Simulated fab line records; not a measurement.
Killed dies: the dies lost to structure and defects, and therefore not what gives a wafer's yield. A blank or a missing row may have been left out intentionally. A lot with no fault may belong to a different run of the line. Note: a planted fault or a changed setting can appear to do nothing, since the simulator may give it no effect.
fab line records | flow n5-finfet
[record] lots = 4 wafers = 12 last-day = 18
route steps=1938 shown STI_FIN_REVEAL@210 DUMMY_GATE@212 BEOL_M4@1111 PASSIVATION@1936
lots with no fault: from the same line, run without faults
start-h: the number of hours between the record's first day and the start of the first shown wafer of the lot | wait-h: time in hours since the lot's previous step | " as in the row above | L1.1+2: a row that stands for several wafers | - no value, or no start was given | * or withheld: withheld | < > ~ a bound
route shown NAME@n: names a module that has steps shown in the file, with the first one's number in the route | usual: the fault-free wafers' mean and standard deviation | same: alike in all rows | chamber/n: place in a boat | sites: each site's reading | _std_site: standard deviation of those values | _edge_site: mean of outer sites minus mean of inner sites | radius-mm: for every site, how far away it sits from the centre of the wafer | mask NAME#n: copy n | behind: tool/chamber where the wafer was last shaped | hold: reason for holding the lot/hours on hold/outcome of the hold | device: which transistor (n, p or np) failed to switch | end of line: the route-end tests of the same wafers | for a step that has no rows: nothing shown but its recipe | killed: at the first sort, the dies lost to defects and structure; wafer yield is something else | map: a wafer's dies, x killed, . not, _ none there
set.NAME: the run value of the setting; set.NAME@STEP: its run value at that earlier step | model.NAME: the simulator's own value behind a step, which no gauge read
a table for each step, a row for each wafer; lots at some steps of the route
services: from which hour (start-h, from the record's first day; less than 0 if before it) a tool's chamber was out of use, for how many hours, and why
[[steps]]
[step N5_STI_FIN_REVEAL_SRD_28]
[recipe] dry = ipa-marangoni time-s = 30 temp-c = 23 rinse-liquid = diw
[step N5_DUMMY_GATE_PRECLEAN_00]
[recipe] chemistry = O3/DIW time-s = 60 temp-c = 22 o3-ppm = 10
[step N5_DUMMY_GATE_SRD_01]
[recipe] time-s = 30 temp-c = 23 rinse-liquid = diw dry = ipa-marangoni
[step N5_DUMMY_GATE_ALD_02]
[recipe] material = SiO2 target-thk-a = 20 temp-c = 300 ald-precursor-family = BDEAS ald-co-reactant = O2-plasma pulse-time-s = 1 pressure-torr = 2
[step N5_DUMMY_GATE_CVD_03]
[recipe] material = a-Si target-thk-a = 1500 temp-c = 530 precursor = SiH4 time-s = 8042
[step N5_DUMMY_GATE_PRECLEAN_46]
[recipe] chemistry = DIW time-s = 89.5 temp-c = 23
[step N5_DUMMY_GATE_SRD_47]
[recipe] dry-time-s = 32 dry = n2-spin spin-rpm = 1500
[step N5_DUMMY_GATE_CMP_04]
[recipe] material = a-Si post-cmp-clean = alkaline-brush
[step N5_DUMMY_GATE_HM_DEP_06]
[recipe] material = SiNx target-thk-a = 800 precursor = DCS/NH3 temp-c = 700 pressure-mtorr = 300 time-s = 5141
[step N5_DUMMY_GATE_PECVD_30]
[recipe] material = SiO2 target-thk-a = 550 temp-c = 400 precursor = TEOS/O2 pressure-torr = 6.5 rf-w = withheld teos-flow-sccm = withheld gas = O2 flow-sccm = 2650 time-s = 10.8
[step N5_DUMMY_GATE_COAT_34]
[recipe] resist = SOC temp-c = 250 time-s = 60 spin-rpm = 1500 resist-thk-nm = 60
[usual] exhaust-pa = 44.9/0.95 spin-speed-rpm = 1499.8/1.1
// columns lot.wafer tool chamber start-h wait-h exhaust-pa spin-speed-rpm model.SOC_of_DUMMY_GATE_COAT_34.thk-nm
L158.2 litho-track-03 0 69.94 0.1 45.4 1499.0 59.8
L158.3 " 0 " " 44.7 1498.8 60
L158.4 " 0 " " 44.6 1498.5 59.8
L166.1 litho-track-03 0 119.74 0.0 45.2 1546.8 59.2
L166.3 " 0 " " 45.7 1547.6 59
L166.5 " 0 " " 46.1 1545.3 59
L167.1 litho-track-03 0 123.24 0.0 44.8 1546.4 59
L167.2 " 0 " " 45.6 1545.6 59
L167.5 " 0 " " 46.2 1546.4 59
L176.1 litho-track-01 0 183.44 0.0 45.0 1501.0 60
L176.3 " 0 " " 46.0 1500.7 60.2
L176.5 " 0 " " 44.5 1498.8 59.8
[step N5_DUMMY_GATE_COAT_35]
[recipe] resist = SiARC temp-c = 220 time-s = 60 spin-rpm = 1500 resist-thk-nm = 10
[step N5_DUMMY_GATE_COAT_28]
[recipe] resist = underlayer temp-c = 205 time-s = 60 spin-rpm = 1500 resist-thk-nm = 10
[step N5_DUMMY_GATE_COAT_09]
[recipe] resist = CAR-EUV spin-rpm = 1500 resist-thk-nm = 30
[step N5_DUMMY_GATE_EBR_11]
[recipe] solvent = PGMEA ebr-width-mm = 1.5
[step N5_DUMMY_GATE_SOFTBAKE_10]
[recipe] temp-c = 110 time-s = 60 resist = CAR-EUV
[step N5_DUMMY_GATE_EXPOSE_12]
[recipe] mask-id = GATE na = 0.33 source-shape = annular sigma-inner = 0.2 sigma-outer = 0.6 polarization = unpolarized target-cd-nm = 25 dose-mj = 34
[step N5_DUMMY_GATE_PEB_13]
[recipe] peb-temp-c = 100 peb-time-s = 60 resist = CAR-EUV
[step N5_DUMMY_GATE_DEVELOP_14]
[recipe] develop-time-s = 30 developer = TMAH resist = CAR-EUV rinse-liquid = surfactant-rinse dry = air-spin dev-temp-c = 23
[step N5_DUMMY_GATE_DESCUM_20]
[recipe] chemistry = O2 time-s = 6.2 source-power-w = 50 bias-power-w = 20 pressure-mtorr = 20 rf-frequency-hz = 2.712e+07 temp-c = 40 resist = CAR-EUV o2-flow-sccm = 225
[step N5_DUMMY_GATE_ETCH_29]
[recipe] chemistry = N2/H2 target = underlayer target-depth-a = 130 ion-energy-ev = 200 pressure-mtorr = 30 source-w = 840 bias-w = 150 n2-flow-sccm = 200 h2-flow-sccm = 200
[step N5_DUMMY_GATE_ETCH_36]
[recipe] chemistry = CF4 target = SiARC target-depth-a = 130 pressure-mtorr = 40 source-w = 545 bias-w = 36 Ar_flow_sccm = 100 cf4-flow-sccm = 100 ion-energy-ev = 80
[step N5_DUMMY_GATE_ETCH_37]
[recipe] chemistry = N2/H2 target = SOC target-depth-a = 600 overetch-a = 300 temp-c = 40 ion-energy-ev = 200 pressure-mtorr = 30 source-w = 840 bias-w = 150 n2-flow-sccm = 200 h2-flow-sccm = 200
[usual] drypump-motor-current-A = 5.8/0.42 n2-flow-sccm = 200.0/0.62 oes-product-au = 0.61/0.058 rf-fwd-power-W = 831/3.4 rf-vpp-V = 524/3.2 showerhead-plenum-p-Torr = 2.54/0.11 temp-c = 40.01/0.11 throttle-valve-pct = 17.85/0.21
// columns lot.wafer tool chamber start-h wait-h drypump-motor-current-A n2-flow-sccm oes-product-au rf-fwd-power-W rf-hours-counter-h rf-vpp-V showerhead-plenum-p-Torr temp-c throttle-valve-pct model.etch.depth-nm
L158.2 rie-diel-04 1 70.84 0.0 5.5 199.3 0.62 833 102 526 2.57 40.08 17.86 59.77
L158.3 " 0 " " 5.1 200.0 0.71 833 21 523 2.49 40.23 17.82 59.98
L158.4 " 0 " " 5.1 199.9 0.71 830 - 522 2.49 40.14 17.83 59.74
L166.1 rie-diel-01 0 120.45 0.0 6.1 199.9 0.60 835 152 527 2.65 39.75 17.88 59.14
L166.3 " 3 " " 5.4 199.4 0.59 826 166 527 2.65 40.16 18.12 59.08
L166.5 " 3 " " 5.4 198.8 0.59 829 - 526 2.65 40.16 18.10 58.99
L167.1 rie-diel-01 2 123.79 0.0 6.0 199.3 0.55 836 238 519 2.41 40.11 17.76 59.08
L167.2 " 3 " " 5.4 199.3 0.59 826 168 527 2.65 39.98 18.12 58.96
L167.5 " 2 " " 6.1 200.0 0.54 836 - 520 2.40 40.22 17.75 59.09
L176.1 rie-diel-01 2 183.98 0.0 6.0 200.8 0.54 836 255 520 2.40 39.78 17.80 59.93
L176.3 " 0 " " 6.1 200.8 0.59 834 173 527 2.64 39.95 17.90 60.12
L176.5 " 3 " " 5.4 199.7 0.58 825 - 527 2.64 39.74 18.16 59.84
[step N5_DUMMY_GATE_STRIP_38]
[recipe] chemistry = N2/H2 temp-c = 40 n2-flow-sccm = 200 h2-flow-sccm = 200 rf-frequency-hz = 6e+07
[step N5_DUMMY_GATE_STRIP_39]
[recipe] chemistry = N2/H2 temp-c = 40 n2-flow-sccm = 200 h2-flow-sccm = 200 rf-frequency-hz = 6e+07
[step N5_DUMMY_GATE_TRIM_49]
[recipe] chemistry = O2 resist = SOC time-s = 29 target-cd-nm = 14 source-power-w = 300 bias-power-w = 0 O2_flow_sccm = 100 temp-c = 20
[step N5_DUMMY_GATE_STRIP_40]
[recipe] chemistry = CF4 resist = SiARC power-w = 300 bias-power-w = 75 pressure-mtorr = 50 cf4-flow-sccm = 150 rf-frequency-hz = 6e+07
[step N5_DUMMY_GATE_ETCH_31]
[recipe] chemistry = C4F6/O2 target = SiO2 mask-material = SOC target-depth-a = 825 time-s = 27.5 ion-energy-ev = 250 pressure-mtorr = 30 source-w = 345 bias-w = 185 Ar_flow_sccm = 300 C4F6_flow_sccm = 10 O2_flow_sccm = 10
[usual] drypump-motor-current-A = 5.7/0.42 oes-product-au = 0.78/0.088 rf-fwd-power-W = 341.7/1.3 rf-vpp-V = 666/6.4 showerhead-plenum-p-Torr = 2.85/0.12 throttle-valve-pct = 21.15/0.2
// columns lot.wafer tool chamber start-h wait-h drypump-motor-current-A oes-product-au rf-fwd-power-W rf-hours-counter-h rf-vpp-V showerhead-plenum-p-Torr throttle-valve-pct model.SOC_of_DUMMY_GATE_COAT_34.thk-nm
L158.2 rie-diel-04 2 71.27 0.1 5.9 0.72 341.7 187 676 2.94 21.04 51.4
L158.3 " 0 " " 5.1 0.91 342.1 21 662 2.79 21.20 51.8
L158.4 " 0 " " 5.1 0.90 340.8 - 662 2.79 21.20 51.4
L166.1 rie-diel-01 0 120.73 0.0 6.1 0.75 341.8 153 665 2.97 21.24 51.2
L166.3 " 3 " " 5.4 0.74 338.3 167 673 2.94 21.33 51
L166.5 " 0 " " 6.1 0.75 343.2 - 664 2.97 21.23 51
L167.1 rie-diel-01 2 124.07 0.0 6.0 0.69 341.5 238 657 2.69 21.00 50.8
L167.2 " 0 " " 6.1 0.75 342.0 154 666 2.97 21.25 50.8
L167.5 " 3 " " 5.4 0.74 339.9 - 672 2.94 21.33 51
L176.1 rie-diel-04 0 184.26 0.0 5.1 0.83 342.3 59 661 2.77 21.27 51.8
L176.3 " 1 " " 5.5 0.76 340.9 140 669 2.86 21.14 52
L176.5 " 3 " " 6.4 0.79 342.5 - 662 2.63 20.97 51.8
[step N5_DUMMY_GATE_STRIP_41]
[recipe] chemistry = O2 power-w = 400 temp-c = 40 pressure-mtorr = 30 rf-frequency-hz = 6e+07 bias-power-w = 0 overash-fraction = 0.3 o2-flow-sccm = 225
[step N5_BEOL_M4_RC_MEAS_101]
[usual] DIBL_N = 35.9/1.2 DIBL_P = 35.9/1.4 IOFF_N = 0.149/0.02 IOFF_P = 0.205/0.022 ION_N = 671/8.8 ION_P = 461/5.9 SS_N = 71.4/0.51 SS_P = 73.2/0.56 VT_N = 250.6/2.5 VT_P = -250.1/2.3
// columns lot.wafer tool chamber start-h wait-h DIBL_N[mV/V] DIBL_P[mV/V] IOFF_N[nA/um] IOFF_P[nA/um] ION_N[uA/um] ION_P[uA/um] SS_N[mV/dec] SS_P[mV/dec] VT_N[mV] VT_P[mV]
L158.2 prober-02 0 243.28 0.2 32.6 34.0 0.103 0.159 651 451 70.6 72.6 256.5 -254.8
L158.3 " 0 " " 34.8 36.4 0.135 0.187 664 457 71.1 73.7 253.1 -252.8
L158.4 " 0 " " 34.6 36.9 0.135 0.195 658 457 70.8 73.1 253.8 -250.5
L166.1 prober-02 0 269.15 0.0 37.6 35.5 0.148 0.225 663 461 71.2 72.8 248.3 -250.1
L166.3 " 0 " " 35.6 32.9 0.119 0.185 654 460 70.3 72.2 252.7 -252.9
L166.5 " 0 " " 36.2 34.1 0.125 0.201 661 463 70.9 72.0 254.0 -249.6
L167.1 prober-02 0 284.46 0.0 34.5 35.0 0.125 0.175 662 455 71.2 72.9 256.7 -250.0
L167.2 " 0 " " 35.3 36.2 0.139 0.190 663 458 71.7 72.8 252.8 -253.9
L167.5 " 0 " " 34.7 34.9 0.128 0.178 660 454 71.3 73.1 252.0 -252.1
L176.1 prober-01 0 323.55 0.0 36.0 35.9 0.149 0.191 681 461 71.5 72.7 250.7 -251.3
L176.3 " 0 " " 33.8 33.3 0.113 0.160 656 451 71.0 72.1 252.8 -254.4
L176.5 " 0 " " 35.4 35.5 0.137 0.192 665 457 71.2 72.9 251.9 -251.6
[step N5_PASSIVATION_PROBE_49]
[usual] defect-limited-yield = 91.1/1.4 killed_at_M0_to_M3 = 34/10 killed_at_M4_up = 14/5.5 killed-at-contacts = 12/5.1 killed-at-front-end = 41/12 killed-at-other = 4/3.1 killed-dies = 105/17 killed-open = 70/13 killed-short = 33/7.6 sort_bin_5_function = 5.3/0.98 sort_bin_6_memory = 3.3/0.67 sort-n-pass = 1075/17 sort-yield-pct = 91.1/1.4
[same] gross-dies = 1180 killed-at-back-side = 0 sort_bin_4_leakage[%] = 0 sort_bin_8_speed[%] = 0
// columns lot.wafer tool chamber start-h wait-h defect-limited-yield[%] killed_at_M0_to_M3 killed_at_M4_up killed-at-contacts killed-at-front-end killed-at-other killed-dies killed-open killed-short sort_bin_5_function[%] sort_bin_6_memory[%] sort-n-pass sort-yield-pct[%]
L166.1 prober-01 - 382.76 0.0 92.6 47 5 14 15 6 87 59 27 4.2 2.9 1093 92.6
L166.3 prober-01 - 382.86 0.1 93.7 39 8 6 14 7 74 43 28 4.2 1.9 1106 93.7
L166.5 prober-01 - 382.96 0.2 93.9 34 10 8 20 0 72 46 22 2.7 3.1 1108 93.9
L167.1 prober-01 - 394.13 0.0 93.6 19 11 16 29 0 75 56 18 4.1 2.3 1105 93.6
L167.2 prober-01 - 394.18 0.1 92.4 45 15 7 21 2 90 63 25 4.8 2.8 1090 92.4
L167.5 prober-01 - 394.33 0.2 93.3 24 18 7 30 0 79 54 24 3.6 3.0 1101 93.3
// killed by level:class
L166.1 BEOL_M3:geometric-particle:open=14 MOL_CONTACT_COAG:geometric-particle:open=12 BEOL_M0_SAQP:geometric-particle:short=10 BEOL_M2:geometric-particle:open=9 BEOL_M0_SAQP:geometric-particle:open=6 BEOL_M1:geometric-particle:open=5 GATE_CUT:geometric-particle:open=3 MIM_TOP_ETCH:geometric-particle:open=3
L166.3 BEOL_M2:geometric-particle:open=12 BEOL_M3:geometric-particle:open=10 BEOL_M1:geometric-particle:short=8 FIN_SAQP:geometric-particle:short=5 MOL_CONTACT_COAG:geometric-particle:open=5 MIM_TOP_ETCH:geometric-particle:short=5 BEOL_M1:geometric-particle:open=4 BEOL_M4:geometric-particle:open=4
L166.5 MOL_CONTACT_COAG:geometric-particle:open=7 BEOL_M2:geometric-particle:open=7 BEOL_M0_SAQP:geometric-particle:open=6 BEOL_M3:geometric-particle:open=6 GATE_CUT:geometric-particle:short=5 BEOL_M0_SAQP:geometric-particle:short=5 BEOL_M2:geometric-particle:short=4 STI_FIN_REVEAL:geometric-particle:open=3
L167.1 MOL_CONTACT_COAG:geometric-particle:open=15 GATE_CUT:geometric-particle:open=9 STI_FIN_REVEAL:geometric-particle:open=7 BEOL_M0_SAQP:geometric-particle:short=6 GATE_CUT:geometric-particle:short=5 STARTING-WAFER:geometric-particle:open=4 BEOL_M3:geometric-particle:open=3 FIN_SAQP:geometric-particle:open=2
L167.2 BEOL_M1:geometric-particle:open=13 BEOL_M0_SAQP:geometric-particle:short=8 MOL_CONTACT_COAG:geometric-particle:open=7 BEOL_M0_SAQP:geometric-particle:open=7 BEOL_M2:geometric-particle:open=6 BEOL_M4:geometric-particle:open=5 STI_FIN_REVEAL:geometric-particle:open=4 FIN_SAQP:geometric-particle:short=3
L167.5 BEOL_M4:geometric-particle:open=11 STI_FIN_REVEAL:geometric-particle:open=9 FIN_SAQP:geometric-particle:open=6 BEOL_M2:geometric-particle:open=6 MOL_CONTACT_COAG:geometric-particle:open=5 BEOL_M0_SAQP:geometric-particle:short=5 FIN_SAQP:geometric-particle:short=4 BEOL_M0_SAQP:geometric-particle:open=4
[[services]]
// columns tool chamber start-h hours kind
litho-track-01 - 47.36 - consumable-replace:filter
rie-diel-04 - 65.40 0.4 repair
rie-diel-04 - 67.56 0.6 repair
rie-diel-01 - 69.78 2.8 pm
rie-diel-01 1 107.39 - clean
rie-diel-01 1 107.39 - consumable-replace:focus-ring
rie-diel-01 1 107.39 - consumable-replace:showerhead
rie-diel-01 1 107.39 22.1 scheduled-down
rie-diel-01 1 107.39 22.1 vent-cycle
rie-diel-01 2 178.02 2.6 repair
[[key]]
[first-sign] step = N5_DUMMY_GATE_COAT_34 reading = spin-speed-rpm direction = up sigmas = 43 usual = * struck = *
effect none on later readings
[model-effect] step = N5_DUMMY_GATE_COAT_34 value = SOC_of_DUMMY_GATE_COAT_34.thk-nm without = 59.93 struck = 59.03
[model-effect] step = N5_DUMMY_GATE_ETCH_37 value = etch.depth-nm without = 59.96 struck = 59.06
[model-effect] step = N5_DUMMY_GATE_ETCH_31 value = SOC_of_DUMMY_GATE_COAT_34.thk-nm without = 51.83 struck = 50.97
met-at N5_DUMMY_GATE_COAT_34
struck-wafers L166.1,L166.3,L166.5,L167.1,L167.2,L167.5
onset-between 69.94 119.74
[fault] kind = process-parameter-drift tool = litho-track-03 chamber = - onset-h = 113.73 steps = N5_DUMMY_GATE_COAT_34 channel = spin-rpm offset = * shape = step end-h = 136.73 acts-in = * stated = *
